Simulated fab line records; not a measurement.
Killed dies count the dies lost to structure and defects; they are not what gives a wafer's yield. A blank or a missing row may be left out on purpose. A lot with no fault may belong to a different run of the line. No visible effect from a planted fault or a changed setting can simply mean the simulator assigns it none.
fab line records	flow n5Finfet
record lots=10	wafers=30	lastDay=17
route steps=1938 shown BEOL_M4@1100 BEOL_M5@1112
lots with no fault: from the same line, run without faults
startH: the number of hours between the record's first day and the start of the first shown wafer of the lot	waitH: hours elapsed since this lot's preceding step	" repeats the value in the row above	L1.1+2: a single row standing in for several wafers	- no value present, or no start provided	* or withheld: withheld	< > ~ a bound
route shown NAME@n: names a module that has steps shown in the file, with the first one's number in the route	usual: mean/standard deviation of fault-free wafers	same: alike in all rows	chamber/n: place in a boat	sites: readings site by site	_std_site: the standard deviation of these	_edge_site: outer sites' mean less inner sites'	radiusMm: for every site, how far away it sits from the centre of the wafer	mask NAME#n: copy n	behind: the tool/chamber that last shaped the wafer	hold: why the lot went on hold/how many hours it stayed there/how the hold came to an end	device: names the non-switching transistor (n, p or np)	end of line: at the end of the route, the tests of the same wafers	where a step has no rows: the recipe by itself	killed: dies lost to structure and defects at the first sort, not the wafer's yield	map: dies across one wafer; x = killed, . = not, _ = none there
set.NAME: the setting as run; set.NAME@STEP: as run at that earlier step	model.NAME: the simulator's own value behind a step, which no gauge read
one table for each step of the route and one row for each wafer, over a sample of lots
services: a tool's chamber out of use, with start hour (startH, from the record's first day; less than 0 if before it), hours out, and reason
## steps
# step N5_BEOL_M4_SPUTTER_96
# recipe material=Cu	targetThkA=45	tempC=-20	chamberPressurePa=0.07	powerW=withheld	timeS=8.29
# usual chamberPressurePa=0.07001/0.00013	throttleValvePct=29.6/1.4
lot.wafer	tool	chamber	startH	waitH	chamberPressurePa	throttleValvePct
L933.3	pvdSputter-02	-	154.77	0.1	0.07007	29.5
L933.4	"	-	"	"	0.06993	29.6
L933.5	"	-	"	"	0.06984	30.9
L936.2	pvdSputter-01	-	180.93	0.1	0.07011	29.6
L936.4	"	-	"	"	0.07005	30.3
L936.5	"	-	"	"	0.07013	26.5
L939.1	pvdSputter-01	-	203.40	0.1	0.07011	27.6
L939.2	"	-	"	"	0.06994	30.7
L939.5	"	-	"	"	0.07004	29.7
L941.1	pvdSputter-03	-	205.20	0.1	0.06998	29.2
L941.3	"	-	"	"	0.06992	31.2
L941.6	"	-	"	"	0.06993	31.1
L940.2	pvdSputter-03	-	210.64	0.1	0.07033	29.0
L940.3	"	-	"	"	0.06988	31.4
L940.4	"	-	"	"	0.07006	30.6
L945.4	pvdSputter-02	-	245.10	0.1	0.06988	29.5
L945.5	"	-	"	"	0.0698	30.8
L945.6	"	-	"	"	0.07006	29.3
L950.1	pvdSputter-03	-	267.28	0.1	0.06975	31.0
L950.3	"	-	"	"	0.07013	30.5
L950.6	"	-	"	"	0.06999	29.2
L953.1	pvdSputter-01	-	277.30	0.1	0.07013	29.6
L953.5	"	-	"	"	0.07029	30.2
L953.6	"	-	"	"	0.07015	26.9
L952.2	pvdSputter-02	-	277.51	0.1	0.06987	29.6
L952.4	"	-	"	"	0.07008	29.3
L952.6	"	-	"	"	0.06984	29.5
L956.2	pvdSputter-03	-	309.04	0.1	0.06975	31.3
L956.3	"	-	"	"	0.07007	29.2
L956.5	"	-	"	"	0.07	31.4
# step N5_BEOL_M4_DEP_57
# recipe material=SiCN	targetThkA=80	tempC=withheld	precursor=3MS/NH3	pressureTorr=3	rfW=202	timeS=14
# usual chamberPressureTorr=3.000/0.0061	showerheadPlenumPTorr=3.670/0.011	throttleValvePct=9.2/0.46
lot.wafer	tool	chamber	startH	waitH	chamberPressureTorr	showerheadPlenumPTorr	throttleValvePct
L933.3	pecvd-02	2	155.90	0.0	2.997	3.684	8.6
L933.4	"	2	"	"	3.004	3.673	8.8
L933.5	"	0	"	"	3.014	3.672	10.0
L936.2	pecvd-02	0	181.91	0.0	2.998	3.689	10.0
L936.4	"	2	"	"	3.006	3.681	8.7
L936.5	"	0	"	"	2.986	3.682	10.1
L939.1	pecvd-02	2	204.54	0.0	2.995	3.672	8.7
L939.2	"	0	"	"	2.994	3.673	10.1
L939.5	"	1	"	"	3.007	3.665	9.6
L941.1	pecvd-02	1	206.19	0.0	2.998	3.666	9.5
L941.3	"	0	"	"	3.003	3.682	10.2
L941.6	"	1	"	"	3.007	3.653	9.4
L940.2	pecvd-03	1	211.62	0.0	2.988	3.664	9.0
L940.3	"	2	"	"	3.003	3.661	8.8
L940.4	"	1	"	"	3.002	3.660	9.2
L945.4	pecvd-03	1	246.22	0.0	2.998	3.666	9.4
L945.5	"	0	"	"	3.003	3.670	8.9
L945.6	"	2	"	"	3.008	3.658	9.0
L950.1	pecvd-04	1	268.57	0.0	2.995	3.683	9.1
L950.3	"	2	"	"	3.008	3.653	8.8
L950.6	"	0	"	"	2.999	3.683	9.4
L952.2	pecvd-03	1	278.49	0.0	2.999	3.668	9.1
L952.4	"	2	"	"	2.999	3.664	8.8
L952.6	"	0	"	"	3.008	3.679	8.9
L953.1	pecvd-04	1	278.60	0.0	3.009	3.670	9.2
L953.5	"	1	"	"	3.009	3.678	9.4
L953.6	"	2	"	"	2.999	3.658	8.9
L956.2	pecvd-04	1	310.10	0.0	2.999	3.673	9.0
L956.3	"	2	"	"	2.993	3.646	8.8
L956.5	"	0	"	"	2.996	3.688	9.8
# step N5_BEOL_M5_ILD_DEP_00
# recipe material=SiCOH_lowk	targetThkA=1406.4	tempC=300	precursor=DEMS/porogen	pressureTorr=5	rfW=500	timeS=25.9
# usual chamberPressureTorr=4.999/0.011	heaterPowerW=300/30	showerheadPlenumPTorr=5.740/0.015	susceptorTempC=299.99/0.18	throttleValvePct=14.0/0.9
lot.wafer	tool	chamber	startH	waitH	chamberPressureTorr	heaterPowerW	showerheadPlenumPTorr	susceptorTempC	throttleValvePct
L933.3	pecvd-03	0	156.99	0.5	4.999	268	5.742	300.12	13.7
L933.4	"	2	"	"	4.992	265	5.731	299.79	13.3
L933.5	"	0	"	"	4.977	274	5.739	300.28	13.5
L936.2	pecvd-02	0	182.99	0.7	5.014	307	5.752	300.11	15.2
L936.4	"	2	"	"	5.002	311	5.734	300.03	13.2
L936.5	"	0	"	"	4.993	309	5.749	300.00	15.4
L939.1	pecvd-03	2	205.62	0.8	4.993	269	5.724	299.83	13.3
L939.2	"	1	"	"	4.995	289	5.739	299.82	14.1
L939.5	"	2	"	"	4.990	269	5.734	299.91	13.2
L941.1	pecvd-02	1	207.28	0.8	4.991	288	5.739	299.96	14.3
L941.3	"	0	"	"	4.998	273	5.758	300.09	15.3
L941.6	"	1	"	"	4.982	291	5.755	300.01	14.1
L940.2	pecvd-02	0	212.70	0.7	5.006	317	5.751	300.01	15.4
L940.3	"	2	"	"	5.014	301	5.737	300.22	13.2
L940.4	"	0	"	"	5.005	243	5.753	300.17	15.6
L945.4	pecvd-01	2	247.30	0.4	5.013	298	5.713	299.77	12.7
L945.5	"	0	"	"	4.997	307	5.754	299.76	13.7
L945.6	"	1	"	"	5.006	249	5.735	300.32	13.4
L950.1	pecvd-02	1	269.66	0.8	4.998	295	5.744	299.68	14.6
L950.3	"	2	"	"	4.981	364	5.738	307.55	13.4
L950.6	"	1	"	"	5.020	306	5.745	299.95	14.4
L952.2	pecvd-01	1	279.57	0.7	5.007	287	5.737	299.94	13.2
L952.4	"	2	"	"	4.998	363	5.705	300.18	13.1
L952.6	"	0	"	"	5.006	329	5.744	299.74	13.8
L953.1	pecvd-03	2	279.68	0.8	5.007	289	5.737	299.95	13.7
L953.5	"	1	"	"	4.994	321	5.733	300.22	13.9
L953.6	"	0	"	"	4.993	294	5.739	299.87	13.5
L956.2	pecvd-01	1	311.18	0.7	5.000	280	5.739	299.83	13.2
L956.3	"	0	"	"	5.003	352	5.761	299.88	13.9
L956.5	"	2	"	"	4.991	316	5.713	300.04	12.8
# step N5_BEOL_M5_CURE_79
# recipe tempC=385	timeS=240	ambient=He/Ar	material=SiCOH_lowk
# usual lampPowerPct=52.31/0.052	wafer_temp_C_max=386.9/0.6
lot.wafer	tool	chamber	startH	waitH	lampPowerPct	wafer_temp_C_max
L933.3	uvCure-02	1	157.63	0.6	52.32	386.2
L933.4	"	1	"	"	52.37	386.7
L933.5	"	1	"	"	52.23	386.3
L936.2	uvCure-01	2	183.13	0.1	52.30	386.4
L936.4	"	2	"	"	52.35	386.7
L936.5	"	2	"	"	52.28	386.4
L939.1	uvCure-02	2	205.70	0.1	52.30	386.7
L939.2	"	2	"	"	52.37	386.2
L939.5	"	2	"	"	52.38	386.8
L941.1	uvCure-02	2	207.69	0.4	52.25	386.5
L941.3	"	2	"	"	52.30	386.0
L941.6	"	2	"	"	52.38	387.3
L940.2	uvCure-02	0	212.84	0.1	52.26	387.4
L940.3	"	0	"	"	52.29	389.0
L940.4	"	0	"	"	52.24	387.7
L945.4	uvCure-03	0	247.58	0.3	52.35	386.8
L945.5	"	0	"	"	52.26	386.6
L945.6	"	0	"	"	52.30	386.4
L950.1	uvCure-01	1	269.72	0.0	52.34	387.4
L950.3	"	1	"	"	52.35	386.8
L950.6	"	1	"	"	52.27	387.2
L952.2	uvCure-03	1	279.71	0.1	52.25	386.8
L952.4	"	1	"	"	52.28	387.5
L952.6	"	1	"	"	52.29	387.4
L953.1	uvCure-02	1	279.74	0.0	52.31	385.7
L953.5	"	1	"	"	52.34	386.3
L953.6	"	1	"	"	52.28	386.0
L956.2	uvCure-03	1	311.32	0.1	52.28	386.7
L956.3	"	1	"	"	52.46	387.1
L956.5	"	1	"	"	52.29	388.6
# step N5_BEOL_M5_THK_MEAS_01
# recipe reads=SiCOH_lowk_of_BEOL_M5_ILD_DEP_00
# usual M5_ILD_THK=121.7/1.3
lot.wafer	tool	chamber	startH	waitH	M5_ILD_THK[nm]
L933.3	filmMetro-02	-	157.99	0.3	121.0
L933.4	"	-	"	"	120.9
L933.5	"	-	"	"	122.8
L936.2	filmMetro-02	-	183.57	0.4	119.2
L936.4	"	-	"	"	121.2
L936.5	"	-	"	"	120.9
L939.1	filmMetro-01	-	206.21	0.4	122.0
L939.2	"	-	"	"	122.8
L939.5	"	-	"	"	125.0
L941.1	filmMetro-01	-	208.22	0.4	122.4
L941.3	"	-	"	"	121.9
L941.6	"	-	"	"	122.8
L940.2	filmMetro-02	-	213.27	0.4	120.0
L940.3	"	-	"	"	121.5
L940.4	"	-	"	"	122.2
L945.4	filmMetro-01	-	247.85	0.2	121.4
L945.5	"	-	"	"	122.2
L945.6	"	-	"	"	121.9
L950.1	filmMetro-01	-	270.24	0.4	122.0
L950.3	"	-	"	"	116.5
L950.6	"	-	"	"	123.6
L952.2	filmMetro-02	-	280.14	0.4	121.0
L952.4	"	-	"	"	121.9
L952.6	"	-	"	"	121.1
L953.1	filmMetro-02	-	280.73	0.8	121.4
L953.5	"	-	"	"	122.6
L953.6	"	-	"	"	121.4
L956.2	filmMetro-01	-	311.75	0.4	120.0
L956.3	"	-	"	"	121.0
L956.5	"	-	"	"	123.0
## services
tool	chamber	startH	hours	kind
uvCure-02	-	131.48	7.5	pm
uvCure-03	-	154.58	23.2	repair
uvCure-01	-	154.87	2.1	pm
pecvd-04	0	172.81	5.5	scheduledDown
pecvd-04	0	184.52	2.1	scheduledDown
pecvd-03	2	190.05	6.5	repair
pecvd-01	-	195.64	14.6	pm
uvCure-01	-	197.61	3.6	repair
pecvd-04	2	202.39	-	clean
pecvd-04	2	202.39	-	consumableReplace:showerhead
pecvd-04	2	202.39	29.0	scheduledDown
pecvd-04	2	202.39	29.0	ventCycle
pecvd-01	2	213.94	2.1	scheduledDown
uvCure-03	-	227.81	2.1	pm
pecvd-03	0	231.60	8.4	repair
uvCure-03	-	251.03	7.5	pm
pecvd-02	-	256.77	4.3	pm
uvCure-02	-	266.72	0.4	repair
pecvd-01	0	267.79	6.9	repair
uvCure-01	-	272.53	0.3	repair
pecvd-02	0	272.77	6.2	repair
pecvd-02	0	308.91	2.1	scheduledDown
## key
firstSign step=N5_BEOL_M5_ILD_DEP_00	reading=susceptorTempC	direction=up	sigmas=43	usual=*	struck=*
effect step=N5_BEOL_M5_THK_MEAS_01	reading=M5_ILD_THK	direction=down	sigmas=3.8	usual=121.7	struck=116.5
metAt N5_BEOL_M5_ILD_DEP_00
struckLots L950
struckWafers L950.3
notActingAt N5_BEOL_M4_SPUTTER_96,N5_BEOL_M4_DEP_57,N5_BEOL_M5_CURE_79
onsetBetween 212.70 269.66
fault kind=processParameterDrift	tool=pecvd-02	chamber=2	onsetH=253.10	steps=N5_BEOL_M5_ILD_DEP_00	channel=tempC	offset=*	shape=step	endH=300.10	actsIn=*	stated=*
